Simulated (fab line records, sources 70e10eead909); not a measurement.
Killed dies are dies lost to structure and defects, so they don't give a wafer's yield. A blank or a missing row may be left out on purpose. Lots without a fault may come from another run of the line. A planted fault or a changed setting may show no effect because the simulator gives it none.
A struck lot beside a sound one | flow nand_harc | 15 steps out of a route of 1302
Sound: wafers L946.1, L946.3, L946.6. Struck: wafers L944.1, L944.3, L944.6. The cause comes at the end.
At each step with rows: each side's tool, then ch and its chambers, then its first start. Under that, the readings that differ: sound wafers | struck wafers | difference of the means | sigmas: that difference in standard deviations of wafers without a fault.
alike: readings whose means differ by less than 2 such deviations, and words and numbers that are the same on both sides. not compared: withheld readings, readings that some wafer has no value for, bounds like >300 that may hide the same value, and numbers for which the record gives no deviation and whose values overlap.
The two part at a step that has a row with sigmas, a row that says differs or no value, or rows on one side only. Numbers that don't overlap but have no deviation are shown without sigmas and don't part them. A reading that every wafer of one side lacks parts them only if that side has two wafers or more.

first, 8 steps without rows for these wafers: NHARC_P_M2_HMDS_02 (time 30 s); NHARC_P_M2_COAT_34 (time 65 s); NHARC_P_M2_COAT_03 (resist thk 90 nm); NHARC_P_M2_SOFTBAKE_04 (time 55 s); NHARC_P_M2_EBR_05; NHARC_P_M2_EXPOSE_06 (exposes mask P M2, target cd 170 nm); NHARC_P_M2_PEB_07 (peb time 65 s); NHARC_P_M2_DEVELOP_08 (develop time 35 s).
NHARC_P_M2_CD_MEAS_09: target cd 170 nm.
  sound on cd_sem-02 ch 0, day 13 07:11; struck on cd_sem-01 ch 0, day 12 13:38
  alike: cd_nm
NHARC_P_M2_OVL_MEAS_10: pitch 340 nm.
  sound on overlay-01, day 13 07:17; struck on overlay-02, day 12 13:43
  reading           | sound       | struck         | difference | sigmas
  overlay_x_nm (nm) | 0.9 0.5 0.9 | -1.0 -0.4 -0.6 | -1.4       | -2
  alike: overlay_y_nm
NHARC_P_M2_INSPECT_11:
  sound on defect_inspect-01, day 13 07:19; struck on defect_inspect-02, day 12 13:45
  alike: raw_defect_count
NHARC_P_M2_DESCUM_14: chemistry O2, time 3 s.
  sound on rie_diel-09 ch 2,3, day 13 07:23; struck on rie_diel-07 ch 0,1, day 12 13:49
  alike: drypump_motor_current_A, oes_product_au, rf_vpp_V, showerhead_plenum_p_Torr, throttle_valve_pct
  not compared: rf_hours_counter_h
NHARC_P_M2_ETCH_35: etches the open film in N2/H2, target depth 40 nm, overetch 12 nm, time 43.94 s.
  sound on rie_diel-09 ch 2,3, day 13 07:28; struck on rie_diel-07 ch 0,2,3, day 12 13:55
  no value came back on the struck wafers for any of 7 readings (bias_w (W), chamber_pressure_mTorr (mTorr) and others); on the sound wafers bias_w (W) reads 150.4 150.1 150.1
  not compared: rf_hours_counter_h
NHARC_P_M2_ETCH_15: etches the open film in C4F8/Ar, target depth 182.5 nm, time 91.2 s.
  sound on rie_diel-09 ch 1,2; struck on rie_diel-07 ch 2,3, day 12 13:59
  alike: bias_w, chamber_pressure_mTorr, oes_product_au, rf_vpp_V
  not compared: rf_hours_counter_h
-- the record jumps here: 18 days lie between the struck wafers' starts before and after (it left off in module P_M2 and takes up again in module END, whose first step shown is number 1302 of the route) --
NHARC_END_SORT_01:
  sound on prober-01 ch 0, day 31 12:05; struck on prober-02 ch 0, day 30 19:32
  reading                  | sound          | struck      | difference | sigmas
  defect_limited_yield (%) | 93.2 93.2 92.5 | 0 0 0       | -93        | -36
  killed_at_periphery      | 1 0 7          | 616 619 630 | +619       | +99 or more
  killed_dies              | 46 46 51       | 677 677 677 | +629       | +37
  alike: killed_at_array, killed_at_other, killed_open, killed_short

WHERE THEY PART
First at NHARC_P_M2_OVL_MEAS_10; last, within this record, at NHARC_END_SORT_01.

WHY: what the simulator had put in
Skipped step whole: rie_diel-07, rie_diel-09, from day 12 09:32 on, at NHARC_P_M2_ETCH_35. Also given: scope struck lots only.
